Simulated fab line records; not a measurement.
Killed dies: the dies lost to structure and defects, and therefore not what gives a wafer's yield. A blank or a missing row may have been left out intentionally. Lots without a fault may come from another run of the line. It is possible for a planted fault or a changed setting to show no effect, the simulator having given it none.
Which tool did it? ; flow n5 finfet ; 8 lots with 24 wafers sampled at 5 steps, on a route of 1938 steps

WHAT THE GAUGES SHOWED, per wafer
N5_BEOL_M4_RC_MEAS_101. Usual: DIBL_N 36.1 mV/V, standard deviation 1.3; DIBL_P 36.1 mV/V, standard deviation 1.7; IOFF_N 0.154 nA/um, standard deviation 0.022; IOFF_P 0.201 nA/um, standard deviation 0.024; ION_N 675 uA/um, standard deviation 8.9; ION_P 462 uA/um, standard deviation 5.9; SS_N 71.5 mV/dec, standard deviation 0.49; SS_P 73.3 mV/dec, standard deviation 0.58; VT_N 250.0 mV, standard deviation 2.7; VT_P -251.3 mV, standard deviation 2.7.
lot;measured;on;DIBL_N (mV/V);DIBL_P (mV/V);IOFF_N (nA/um);IOFF_P (nA/um);ION_N (uA/um);ION_P (uA/um);SS_N (mV/dec);SS_P (mV/dec);VT_N (mV);VT_P (mV);flag
L689;day 9 07:28;prober-01;35.3 35.0 35.2;36.2 35.3 35.5;0.149 0.136 0.145;0.205 0.181 0.195;684 676 682;467 468 468;71.1 70.5 70.8;72.6 72.9 73.2;248.5 251.2 248.5;-249.8 -249.1 -248.5;
L690;day 9 20:53;prober-02;36.1 35.3 35.4;34.8 33.5 33.9;0.155 0.148 0.141;0.202 0.184 0.189;669 682 674;464 462 465;71.9 72.0 71.2;72.5 72.7 73.1;250.6 249.2 253.0;-253.7 -254.6 -253.1;
L691;day 10 11:20;prober-01;35.2 36.0 36.5;35.5 35.5 36.9;0.131 0.134 0.146;0.189 0.192 0.214;672 668 676;461 463 465;71.0 71.3 71.0;73.0 72.4 73.2;251.7 250.1 249.3;-250.1 -248.9 -249.1;
L692;day 10 15:41;prober-02;35.2 35.0 36.8;34.1 35.0 36.7;0.136 0.151 0.176;0.174 0.192 0.218;662 672 679;452 460 462;71.4 71.7 71.6;72.9 73.4 74.1;253.5 252.1 247.8;-250.5 -250.9 -250.6;
L699;day 11 22:54;prober-01;36.7 37.5 35.5;38.5 40.4 37.5;0.165 0.185 0.140;0.205 0.235 0.195;672 682 654;457 459 449;72.0 71.9 71.7;73.8 74.1 73.5;250.8 251.0 254.2;-254.0 -249.4 -251.7;
L700;day 12 23:49;prober-02;36.5 36.1 35.8;37.5 37.5 37.1;0.156 0.160 0.146;0.221 0.216 0.205;674 676 665;468 470 464;71.2 72.1 72.0;73.8 72.7 72.9;251.3 251.1 253.0;-248.6 -247.2 -247.0;
L703;day 13 05:14;prober-02;38.8 38.5 36.1;38.7 38.0 35.9;0.206 0.195 0.144;0.234 0.228 0.182;693 696 675;465 471 458;72.0 71.5 71.0;74.5 74.8 73.2;246.4 247.9 250.5;-251.8 -251.2 -255.0;
L705;day 14 07:29;prober-02;38.7 37.4 36.1;39.5 38.0 36.4;0.196 0.174 0.147;0.268 0.247 0.211;696 681 670;478 470 464;72.4 72.2 71.9;73.9 73.6 73.0;244.5 245.3 251.1;-245.7 -248.8 -247.4;

TOOL THAT RAN EACH LOT (tool first, then ch and the chambers of the sampled wafers, then the start)
lot;N5_BEOL_M0_SAQP_MANDREL1_REMOVE_100;N5_BEOL_M0_SAQP_MANDREL2_REMOVE_110;N5_BEOL_M0_SAQP_ETCH_88;N5_BEOL_M0_SAQP_ETCH_49
L689;rie si-04 ch 1,2,3, day 7 00:59;rie si-02 ch 0,1,3, day 7 02:47;rie diel-04 ch 1,2,3, day 7 03:23;rie diel-03 ch 1,3, day 7 04:10
L690;rie si-05 ch 0,2,3, day 7 09:13;rie si-04 ch 2,3, day 7 10:58;rie diel-05 ch 0,1,2, day 7 11:33;rie diel-04 ch 1,2, day 7 12:26
L691;rie si-02 ch 1,3, day 7 11:10;rie si-02 ch 0,1, day 7 13:07;rie diel-04 ch 0,1,3, day 7 13:49;rie diel-05 ch 0,2,3, day 7 14:40
L692;rie si-02 ch 0,1, day 7 20:29;rie si-05 ch 0,2,3, day 7 22:14;rie diel-04 ch 0,1,3, day 7 23:01;rie diel-05 ch 0,2, day 8 00:01
L699;rie si-04 ch 0,1,2, day 9 12:53;rie si-04 ch 1,2,3, day 9 14:39;rie diel-04 ch 0,1,3, day 9 15:21;rie diel-04 ch 0,1,2, day 9 16:08
L700;rie si-02 ch 1,2,3, day 9 15:13;rie si-05 ch 0,1,3, day 9 17:25;rie diel-05 ch 0,1,2, day 9 17:59;rie diel-03 ch 0,1,2, day 9 18:47
L703;rie si-02 ch 1,2,3, day 10 10:28;rie si-02 ch 0,1,3, day 10 12:21;rie diel-05 ch 0,1,3, day 10 13:03;rie diel-03 ch 0,1,3, day 10 14:06
L705;rie si-04 ch 2,3, day 11 12:11;rie si-05 ch 2,3, day 11 14:53;rie diel-04 ch 1,2,3, day 11 15:28;rie diel-04 ch 1,2, day 11 16:19
- N5_BEOL_M0_SAQP_MANDREL1_REMOVE_100: chemistry HBr/Cl2/O2, target a-Si, stops on SiNx, bt time 10 s.
- N5_BEOL_M0_SAQP_MANDREL2_REMOVE_110: chemistry HBr/Cl2/O2, target a-Si, stops on SiCN, bt time 10 s.
- N5_BEOL_M0_SAQP_ETCH_88: etches underlayer in N2/H2, target depth 6.5 nm, time 5.2 s.
- N5_BEOL_M0_SAQP_ETCH_49: etches SiO2 in CF4/O2, target depth 37 nm.

AS READ BY THE TOOLS THEMSELVES (means over the sampled wafers that have a number; for cases with no such wafer, the mark the record gives instead)
N5_BEOL_M0_SAQP_MANDREL1_REMOVE_100. Usual: HBr_flow_sccm 150.0 sccm, standard deviation 0.42; drypump motor current A 5.7 A, standard deviation 0.44; oes product au 1.009 a.u., standard deviation 0.017; throttle valve pct 36.92 %, standard deviation 0.18.
lot;tool;HBr_flow_sccm (sccm);drypump motor current A (A);oes product au (a.u.);throttle valve pct (%);flag
L689;rie si-04;149.9;5.4;1.007;36.94;
L690;rie si-05;150.0;5.5;1.003;37.00;
L691;rie si-02;149.8;5.4;1.003;36.90;
L692;rie si-02;149.6;6.0;0.996;37.08;
L699;rie si-04;150.3;5.4;1.018;36.87;
L700;rie si-02;149.9;5.5;1.013;36.78;
L703;rie si-02;150.6;5.5;1.010;36.78;
L705;rie si-04;149.9;5.5;1.002;36.80;

N5_BEOL_M0_SAQP_MANDREL2_REMOVE_110. Usual: HBr_flow_sccm 150.0 sccm, standard deviation 0.46; drypump motor current A 5.7 A, standard deviation 0.43; oes product au 1.009 a.u., standard deviation 0.017; throttle valve pct 36.90 %, standard deviation 0.19.
lot;tool;HBr_flow_sccm (sccm);drypump motor current A (A);oes product au (a.u.);throttle valve pct (%);flag
L689;rie si-02;150.1;5.7;1.003;37.00;
L690;rie si-04;150.3;5.5;1.000;36.80;
L691;rie si-02;149.8;5.6;0.994;36.98;
L692;rie si-05;149.6;5.5;1.006;36.99;
L699;rie si-04;150.1;5.4;1.002;36.95;
L700;rie si-05;149.9;5.8;1.009;36.89;
L703;rie si-02;149.5;5.7;1.006;37.01;
L705;rie si-05;150.3;5.3;1.011;36.97;

N5_BEOL_M0_SAQP_ETCH_88. Usual: bias w 150.0 W, standard deviation 0.45; chamber pressure mTorr 30.00 mTorr, standard deviation 0.042; drypump motor current A 5.9 A, standard deviation 0.41; etch rf on time s 5.17 s, standard deviation 0.097; oes product au 0.65 a.u., standard deviation 0.058; rf vpp V 524.5 V, standard deviation 2.2; showerhead plenum p Torr 2.56 Torr, standard deviation 0.069; throttle valve pct 17.90 %, standard deviation 0.13.
lot;tool;bias w (W);chamber pressure mTorr (mTorr);drypump motor current A (A);etch rf on time s (s);oes product au (a.u.);rf vpp V (V);showerhead plenum p Torr (Torr);throttle valve pct (%);flag
L689;rie diel-04;150.2;30.00;6.4;5.25;0.63;523.1;2.54;17.94;
L690;rie diel-05;-;-;-;-;-;-;-;-;OFF
L691;rie diel-04;-;-;-;-;-;-;-;-;OFF
L692;rie diel-04;-;-;-;-;-;-;-;-;OFF
L699;rie diel-04;149.9;30.01;6.0;5.29;0.65;525.7;2.59;17.89;
L700;rie diel-05;150.0;29.99;5.6;5.21;0.64;525.0;2.61;18.06;
L703;rie diel-05;150.1;30.06;5.6;5.17;0.66;526.2;2.63;18.03;
L705;rie diel-04;150.3;29.99;6.4;5.25;0.61;522.5;2.53;17.97;

N5_BEOL_M0_SAQP_ETCH_49. Usual: O2_flow_sccm 10.00 sccm, standard deviation 0.031; bias w 49.00 W, standard deviation 0.17; drypump motor current A 5.9 A, standard deviation 0.43; oes_ar_750_au 0.76 a.u., standard deviation 0.058; oes product au 0.77 a.u., standard deviation 0.06; rf vpp V 241.0 V, standard deviation 1.8; showerhead plenum p Torr 2.23 Torr, standard deviation 0.056; throttle valve pct 15.86 %, standard deviation 0.15.
lot;tool;O2_flow_sccm (sccm);bias w (W);drypump motor current A (A);oes_ar_750_au (a.u.);oes product au (a.u.);rf vpp V (V);showerhead plenum p Torr (Torr);throttle valve pct (%);flag
L689;rie diel-03;10.00;48.81;5.9;0.83;0.84;241.7;2.17;15.74;
L690;rie diel-04;10.00;49.08;6.3;0.75;0.75;241.6;2.20;15.95;
L691;rie diel-05;9.99;48.88;5.5;0.80;0.80;242.5;2.28;15.95;
L692;rie diel-05;10.00;49.00;5.5;0.76;0.75;241.9;2.26;16.07;
L699;rie diel-04;9.98;49.04;6.1;0.77;0.77;241.1;2.24;15.84;
L700;rie diel-03;9.99;49.00;5.9;0.77;0.78;240.7;2.17;15.78;
L703;rie diel-03;10.01;48.93;6.0;0.75;0.76;241.7;2.17;15.88;
L705;rie diel-04;9.98;48.94;6.4;0.72;0.72;240.4;2.19;15.93;

THE ANSWER, worked out from the rows above alone
Rule: a lot counts as off when the mean over its wafers that have a number is more than 3 standard deviations away from the usual mean. Also off: a lot with no number at a reading for which 4 or more lots have one. Where the step has rows for the other lots, those lots are counted as sound. The gauges are gone through in route order, then the tools' own readings, and for those a lot's mean is taken as printed above. The first step at which some lot is off is used, and at that step the reading that is off furthest; a lot without a number counts as furthest.
Off: L690, L691, L692 (N5_BEOL_M0_SAQP_ETCH_88, bias w). Without a number there: L690, L691, L692.
A tool fits if, at that step or a process step before it, it ran every lot that is off, and no sound lot after the first of them. Of those tried, none fits.

WHAT THE SIMULATOR HAD INSERTED
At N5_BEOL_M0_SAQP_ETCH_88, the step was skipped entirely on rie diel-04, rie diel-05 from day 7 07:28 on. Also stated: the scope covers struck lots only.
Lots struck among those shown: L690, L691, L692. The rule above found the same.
